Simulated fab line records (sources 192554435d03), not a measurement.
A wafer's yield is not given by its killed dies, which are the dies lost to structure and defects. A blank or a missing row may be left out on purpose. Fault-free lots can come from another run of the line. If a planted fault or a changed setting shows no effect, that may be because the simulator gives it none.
Matching of chambers || flow n5 finfet || 3 sister chambers for N5_BEOL_M8_PECVD_70 on pecvd-01
The step deposits SiO2 from TEOS/O2, target thk 20 nm, time 22.7 s. 16 wafers are shown with their chamber, then 8 later ones without.

EACH WAFER AND ITS CHAMBER
{"wafer": "L076.2", "chamber": 0, "throttle valve pct (%)": 21.1, "showerhead plenum p Torr (Torr)": 8.89, "heater power w (W)": 795}
{"wafer": "L076.3", "chamber": 1, "throttle valve pct (%)": 22.7, "showerhead plenum p Torr (Torr)": 8.88, "heater power w (W)": 649}
{"wafer": "L076.6", "chamber": 1, "throttle valve pct (%)": 22.6, "showerhead plenum p Torr (Torr)": 8.88, "heater power w (W)": 633}
{"wafer": "L074.1", "chamber": 2, "throttle valve pct (%)": 21.5, "showerhead plenum p Torr (Torr)": 8.76, "heater power w (W)": 1038}
{"wafer": "L074.3", "chamber": 1, "throttle valve pct (%)": 22.4, "showerhead plenum p Torr (Torr)": 8.87, "heater power w (W)": 570}
{"wafer": "L074.5", "chamber": 1, "throttle valve pct (%)": 22.5, "showerhead plenum p Torr (Torr)": 8.87, "heater power w (W)": 573}
{"wafer": "L077.2", "chamber": 1, "throttle valve pct (%)": 22.5, "showerhead plenum p Torr (Torr)": 8.88, "heater power w (W)": 643}
{"wafer": "L077.3", "chamber": 2, "throttle valve pct (%)": 21.5, "showerhead plenum p Torr (Torr)": 8.75, "heater power w (W)": 924}
{"wafer": "L077.4", "chamber": 2, "throttle valve pct (%)": 21.6, "showerhead plenum p Torr (Torr)": 8.75, "heater power w (W)": 934}
{"wafer": "L087.1", "chamber": 2, "throttle valve pct (%)": 21.5, "showerhead plenum p Torr (Torr)": 8.75, "heater power w (W)": 990}
{"wafer": "L087.4", "chamber": 1, "throttle valve pct (%)": 22.8, "showerhead plenum p Torr (Torr)": 8.89, "heater power w (W)": 652}
{"wafer": "L087.5", "chamber": 0, "throttle valve pct (%)": 21.1, "showerhead plenum p Torr (Torr)": 8.89, "heater power w (W)": 743}
{"wafer": "L085.3", "chamber": 1, "throttle valve pct (%)": 22.5, "showerhead plenum p Torr (Torr)": 8.87, "heater power w (W)": 539}
{"wafer": "L085.5", "chamber": 0, "throttle valve pct (%)": 21.2, "showerhead plenum p Torr (Torr)": 8.86, "heater power w (W)": 786}
{"wafer": "L085.6", "chamber": 2, "throttle valve pct (%)": 21.4, "showerhead plenum p Torr (Torr)": 8.77, "heater power w (W)": 909}
{"wafer": "L089.2", "chamber": 1, "throttle valve pct (%)": 22.7, "showerhead plenum p Torr (Torr)": 8.85, "heater power w (W)": 591}

SIGNATURES (means of the wafers above)
{"reading": "throttle valve pct", "chamber 0": 21.133, "chamber 1": 22.587, "chamber 2": 21.500, "scatter within a chamber": 0.109}
{"reading": "showerhead plenum p Torr", "chamber 0": 8.8800, "chamber 1": 8.8737, "chamber 2": 8.7560, "scatter within a chamber": 0.0121}
{"reading": "heater power w", "chamber 0": 774.67, "chamber 1": 606.25, "chamber 2": 959.00, "scatter within a chamber": 44.9}
Rule: for each reading, subtract the chamber's mean from the wafer's reading, divide by that reading's scatter and square the result; add these up over the readings and take the root, which gives the wafer's distance from the chamber. The wafer belongs to the nearest chamber; if the next one is less than 2 further off, it can't be placed. The scatter: take each reading less its chamber's mean, square it, sum over the shown wafers, divide by the number of wafers less the number of chambers, and take the root.

WAFERS MISSING THEIR CHAMBER
{"wafer": "L089.3", "throttle valve pct (%)": 21.3, "showerhead plenum p Torr (Torr)": 8.77, "heater power w (W)": 931}
{"wafer": "L089.5", "throttle valve pct (%)": 21.4, "showerhead plenum p Torr (Torr)": 8.74, "heater power w (W)": 915}
{"wafer": "L090.1", "throttle valve pct (%)": 21.5, "showerhead plenum p Torr (Torr)": 8.90, "heater power w (W)": 800}
{"wafer": "L090.3", "throttle valve pct (%)": 22.5, "showerhead plenum p Torr (Torr)": 8.89, "heater power w (W)": 635}
{"wafer": "L090.6", "throttle valve pct (%)": 21.4, "showerhead plenum p Torr (Torr)": 8.77, "heater power w (W)": 938}
{"wafer": "L097.1", "throttle valve pct (%)": 22.7, "showerhead plenum p Torr (Torr)": 8.87, "heater power w (W)": 661}
{"wafer": "L097.3", "throttle valve pct (%)": 22.6, "showerhead plenum p Torr (Torr)": 8.87, "heater power w (W)": 625}
{"wafer": "L097.4", "throttle valve pct (%)": 21.7, "showerhead plenum p Torr (Torr)": 8.77, "heater power w (W)": 1042}

THE CHAMBER EACH PASSED THROUGH
{"wafer": "L089.3", "from the rows above": 2, "in truth": 2}
{"wafer": "L089.5", "from the rows above": 2, "in truth": 2}
{"wafer": "L090.1", "from the rows above": 0, "in truth": 0}
{"wafer": "L090.3", "from the rows above": 1, "in truth": 1}
{"wafer": "L090.6", "from the rows above": 2, "in truth": 2}
{"wafer": "L097.1", "from the rows above": 1, "in truth": 1}
{"wafer": "L097.3", "from the rows above": 1, "in truth": 1}
{"wafer": "L097.4", "from the rows above": 2, "in truth": 2}
8 of 8 placed correctly. Not placeable from these rows: 0. Number placed wrongly: 0.
